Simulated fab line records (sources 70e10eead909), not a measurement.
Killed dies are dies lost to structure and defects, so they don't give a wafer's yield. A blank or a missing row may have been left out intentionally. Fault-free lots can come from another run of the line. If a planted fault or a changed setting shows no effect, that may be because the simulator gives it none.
Which tool is to blame? ; flow nand_harc ; Sampling: 12 lots, 36 wafers, 5 of 1302 route steps

== WHAT THE GAUGES READ, wafer by wafer ==
NHARC_A_DECK1_JOINT_THK_MEAS_17: measures by ellipsometry.
lot;measured;on;thk_nm (nm)
L151;day 12 15:13;film_metro-01;45.6 45.3 45.1
L152;day 12 20:46;film_metro-01;43.9 43.0 43.9
L154;day 13 19:47;film_metro-02;46.2 44.9 43.7
L155;day 13 19:46;film_metro-02;44.8 44.3 44.9
L156;day 14 12:41;film_metro-02;44.5 44.0 45.6
L158;day 15 06:22;film_metro-02;45.2 44.6 43.6
L159;day 15 11:55;film_metro-02;43.6 45.0 44.3
L160;day 16 03:51;film_metro-02;44.9 43.8 44.6
L168;day 19 15:06;film_metro-02;49.7 51.6 50.8 49.5 51.8 50.0
L171;day 20 11:28;film_metro-02;49.7 51.2 49.3 48.7 51.0 48.9
L172;day 22 00:59;film_metro-01;44.2 46.0 44.8
L174;day 22 12:48;film_metro-01;45.9 46.9 47.5

== WHAT TOOL EACH LOT RAN ON (gives the tool, then ch and the chambers of the sampled wafers, and finally the start) ==
lot;NHARC_A_CHANNEL_FILL_D1_ALD_03;NHARC_A_CHANNEL_FILL_D1_ALD_16;NHARC_A_CHANNEL_FILL_D1_ETCHBACK_08;NHARC_A_DECK1_JOINT_DEP_16
L151;ald_sin_batch-01 ch 0, day 9 11:47 or earlier;ald_hk-02 ch 2,3, day 9 11:47;rie_diel-09 ch 1,2, day 12 15:00 or earlier;pecvd-02 ch 0,1, day 12 15:00
L152;ald_sin_batch-01 ch 0, day 9 22:02 or earlier;ald_hk-01 ch 0,3, day 9 22:02;rie_diel-02 ch 0,3, day 12 20:32 or earlier;pecvd-04 ch 1,2, day 12 20:32
L154;ald_sin_batch-01 ch 0, day 10 19:05 or earlier;ald_hk-01 ch 1,2, day 10 19:05;rie_diel-02 ch 0,1,2, day 13 19:35 or earlier;pecvd-03 ch 0,1,2, day 13 19:35
L155;ald_sin_batch-01 ch 0, day 10 19:16 or earlier;ald_hk-01 ch 1,2,3, day 10 19:16;rie_diel-09 ch 0,1,3, day 13 19:31 or earlier;pecvd-02 ch 0,1,2, day 13 19:31
L156;ald_sin_batch-03 ch 0, day 11 08:42 or earlier;ald_hk-02 ch 1,2,3, day 11 08:42;rie_diel-09 ch 0,1,2, day 14 12:25 or earlier;pecvd-04 ch 0,2, day 14 12:25
L158;ald_sin_batch-03 ch 0, day 12 07:53 or earlier;ald_hk-01 ch 0,1,2, day 12 07:53;rie_diel-10 ch 0,1, day 15 06:05 or earlier;pecvd-03 ch 0,1, day 15 06:05
L159;ald_sin_batch-03 ch 0, day 12 16:23 or earlier;ald_hk-02 ch 0,3, day 12 16:23;rie_diel-09 ch 2,3, day 15 11:38 or earlier;pecvd-02 ch 0,2, day 15 11:38
L160;ald_sin_batch-01 ch 0, day 13 07:53 or earlier;ald_hk-02 ch 2,3, day 13 07:53;rie_diel-10 ch 0,1,3, day 16 03:34 or earlier;pecvd-04 ch 1,2, day 16 03:34
L168;ald_sin_batch-03 ch 0, day 16 14:10 or earlier;ald_hk-02 ch 0,1, day 16 14:10;rie_diel-09 ch 2,3, day 19 14:53 or earlier;pecvd-03 ch 0,1,2, day 19 14:53
L171;ald_sin_batch-03 ch 0, day 17 08:04 or earlier;ald_hk-01 ch 0,3, day 17 08:04;rie_diel-09 ch 0,1,3, day 20 11:13 or earlier;pecvd-03 ch 0,2, day 20 11:13
L172;ald_sin_batch-02 ch 0, day 18 18:30 or earlier;ald_hk-01 ch 1,2, day 18 18:30;rie_diel-10 ch 0,1,3, day 22 00:43 or earlier;pecvd-04 ch 0,1, day 22 00:43
L174;ald_sin_batch-03 ch 0, day 19 07:40 or earlier;ald_hk-02 ch 1,3, day 19 07:40;rie_diel-10 ch 0,1,3, day 22 12:31 or earlier;pecvd-02 ch 0,1,2, day 22 12:31
- NHARC_A_CHANNEL_FILL_D1_ALD_03: deposits SiNx, target thk 6 nm, pulse time 60 s, ald cycles 58.
- NHARC_A_CHANNEL_FILL_D1_ALD_16: deposits SiO2, target thk 1.5 nm, pulse time 10 s, ald cycles 15.
- NHARC_A_CHANNEL_FILL_D1_ETCHBACK_08: etches the open film in C4F8, target depth 220 nm, time 110 s.
- NHARC_A_DECK1_JOINT_DEP_16: deposits SiO2, target thk 45 nm.

== WHAT THE TOOLS THEMSELVES READ (means of the sampled wafers that have a number; where no wafer has one, the mark that the record gives instead) ==
NHARC_A_CHANNEL_FILL_D1_ALD_03.
lot;tool;precursor_pulse_height_rel;susceptor_temp_C (C)
L151;ald_sin_batch-01;1.020;629.9
L152;ald_sin_batch-01;0.989;-
L154;ald_sin_batch-01;1.009;-
L155;ald_sin_batch-01;1.008;-
L156;ald_sin_batch-03;1.007;630.0
L158;ald_sin_batch-03;0.999;-
L159;ald_sin_batch-03;0.994;630.3
L160;ald_sin_batch-01;0.995;-
L168;ald_sin_batch-03;1.000;-
L171;ald_sin_batch-03;0.990;630.1
L172;ald_sin_batch-02;0.985;630.0
L174;ald_sin_batch-03;1.014;630.0

NHARC_A_CHANNEL_FILL_D1_ALD_16.
lot;tool;heater_power_outer_w (W);heater_power_w (W);precursor_pulse_height_rel;susceptor_temp_C (C)
L151;ald_hk-02;233;426;0.987;299.91
L152;ald_hk-01;279;478;0.979;299.88
L154;ald_hk-01;300;503;0.983;300.13
L155;ald_hk-01;275;474;1.007;299.97
L156;ald_hk-02;245;445;1.007;299.92
L158;ald_hk-01;294;505;0.991;300.19
L159;ald_hk-02;245;442;1.003;299.99
L160;ald_hk-02;236;438;1.017;300.16
L168;ald_hk-02;246;455;1.025;299.98
L171;ald_hk-01;275;476;1.013;300.27
L172;ald_hk-01;283;490;0.982;299.93
L174;ald_hk-02;237;440;0.985;300.10

NHARC_A_CHANNEL_FILL_D1_ETCHBACK_08.
lot;tool;oes_product_au (a.u.);rf_vpp_V (V)
L151;rie_diel-09;1.00;438.3
L152;rie_diel-02;0.95;443.4
L154;rie_diel-02;0.94;443.4
L155;rie_diel-09;0.92;441.7
L156;rie_diel-09;0.92;439.5
L158;rie_diel-10;0.93;440.3
L159;rie_diel-09;0.93;440.6
L160;rie_diel-10;0.93;439.2
L168;rie_diel-09;0.97;439.2
L171;rie_diel-09;0.94;441.4
L172;rie_diel-10;0.97;439.7
L174;rie_diel-10;1.00;439.8

NHARC_A_DECK1_JOINT_DEP_16.
lot;tool;heater_power_outer_w (W);heater_power_w (W);showerhead_vpp_V (V);susceptor_temp_C (C);throttle_valve_pct (%)
L151;pecvd-02;292;582;1783;399.94;16.2
L152;pecvd-04;377;714;1904;400.24;16.0
L154;pecvd-03;302;561;1902;400.09;16.0
L155;pecvd-02;325;592;1790;399.87;16.1
L156;pecvd-04;317;610;1889;400.15;15.9
L158;pecvd-03;297;540;1885;400.07;16.4
L159;pecvd-02;362;624;1824;399.91;15.7
L160;pecvd-04;392;734;1898;399.94;16.3
L168;pecvd-03;322;589;1863;399.86;15.9
L171;pecvd-03;360;616;1868;400.02;16.0
L172;pecvd-04;357;720;1792;400.07;16.2
L174;pecvd-02;292;554;1793;400.06;16.5

== THE ANSWER, worked out from the rows above alone ==
Rule: the usual values come from the lots themselves. The widest of any qualifying gaps counts: lots, ordered by their means at a reading, are off when they make up no more than a third of the lots, leave a main group of 4 or more, and stand apart from it by 3 or more times the standard deviation of that group's means. The tables above print the reading to a certain number of digits; a main group whose means all agree to those digits is not used. A lot without any number at a reading at which 4 lots or more have one is off too. Any other lot the step has rows for is counted as sound. Order of review: gauges by route order, followed by the tools' own readings, for which a lot's mean as printed above is used. The first step at which some lot is off is used, and at that step the reading that is off furthest; a lot without a number counts as furthest.
Off: L168, L171 (NHARC_A_DECK1_JOINT_THK_MEAS_17, thk_nm). Main group: mean 44.8 nm, sd 0.79.
If a tool, at a process step before that reading, ran all the lots that are off and no sound lot after the first of them, it fits. The gauges at NHARC_A_DECK1_JOINT_THK_MEAS_17 are tried like those tools. With no start given for some of its lots, NHARC_A_CHANNEL_FILL_D1_ALD_03 uses the hours and lot order of NHARC_A_CHANNEL_FILL_D1_ALD_16. With no start given for some of its lots, NHARC_A_CHANNEL_FILL_D1_ETCHBACK_08 uses the hours and lot order of NHARC_A_DECK1_JOINT_DEP_16. Can't be told from this: 3 tools fit, rie_diel-09 at NHARC_A_CHANNEL_FILL_D1_ETCHBACK_08, pecvd-03 at NHARC_A_DECK1_JOINT_DEP_16, film_metro-02 at NHARC_A_DECK1_JOINT_THK_MEAS_17.

== WHAT WAS PUT IN BY THE SIMULATOR ==
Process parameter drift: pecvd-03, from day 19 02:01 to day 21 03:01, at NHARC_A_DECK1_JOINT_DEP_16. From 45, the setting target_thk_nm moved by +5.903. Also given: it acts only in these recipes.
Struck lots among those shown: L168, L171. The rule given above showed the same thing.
